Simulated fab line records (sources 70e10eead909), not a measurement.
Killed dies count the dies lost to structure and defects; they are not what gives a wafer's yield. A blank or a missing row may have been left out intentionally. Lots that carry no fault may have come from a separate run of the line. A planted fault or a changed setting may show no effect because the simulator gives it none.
Matching of chambers    flow nand_harc    NHARC_A_M0_DESCUM_14 on rie_diel-05: 4 sister chambers
The step chemistry O2, time 3 s. 14 wafers are shown with their chamber, then 7 later ones without.

## WAFERS WITH THEIR CHAMBER
wafer   chamber  drypump_motor_current_A (A)  oes_product_au (a.u.)  rf_vpp_V (V)
L077.1  1        5.5                          1.000                  57.4
L077.5  2        5.0                          1.003                  57.2
L077.6  3        6.0                          0.998                  56.4
L080.2  1        5.6                          1.010                  57.6
L080.4  0        6.0                          1.005                  56.8
L080.5  1        5.5                          0.999                  58.2
L083.1  3        6.1                          0.999                  56.6
L083.2  2        5.0                          1.014                  57.4
L083.4  1        5.5                          0.996                  58.1
L086.1  3        6.1                          0.994                  57.2
L086.3  1        5.5                          1.000                  57.5
L086.4  0        6.0                          1.006                  58.6
L088.3  1        5.6                          1.008                  58.2
L088.4  2        5.0                          1.001                  57.8

SIGNATURES, as means of the wafers listed above
reading                  chamber 0  chamber 1  chamber 2  chamber 3  scatter within a chamber
drypump_motor_current_A  6.000      5.533      5.000      6.067      0.0447
oes_product_au           1.00550    1.00217    1.00600    0.99700    0.00515
rf_vpp_V                 57.700     57.833     57.467     56.733     0.534
Rule: distance of a wafer from a chamber = root of the sum over the readings of ((wafer's reading minus chamber's mean) / reading's scatter) squared. The wafer belongs to the nearest chamber; if the next one is less than 2 further off, it can't be placed. The scatter is the square root of a quotient: the sum, over the shown wafers, of each reading's squared deviation from its chamber's mean, divided by wafers minus chambers.

## WAFERS WHOSE CHAMBER IS MISSING
wafer   drypump_motor_current_A (A)  oes_product_au (a.u.)  rf_vpp_V (V)
L088.5  6.0                          0.996                  57.8
L090.1  6.0                          0.993                  57.3
L090.3  5.0                          1.008                  58.3
L090.5  6.1                          0.996                  57.9
L097.2  6.1                          1.014                  56.6
L097.3  6.0                          0.993                  57.0
L097.6  6.0                          1.001                  58.4

## WHICH CHAMBER EACH ONE RAN IN
wafer   from the rows above      in truth
L088.5  can't be placed: 0 or 3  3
L090.1  can't be placed: 3 or 0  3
L090.3  2                        2
L090.5  can't be placed: 3 or 0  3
L097.2  can't be placed: 3 or 0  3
L097.3  can't be placed: 3 or 0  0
L097.6  can't be placed: 0 or 3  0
Placed correctly: 1 of 7. These rows do not allow placing 6 (true chamber among the candidates in 6). Number placed wrongly: 0.
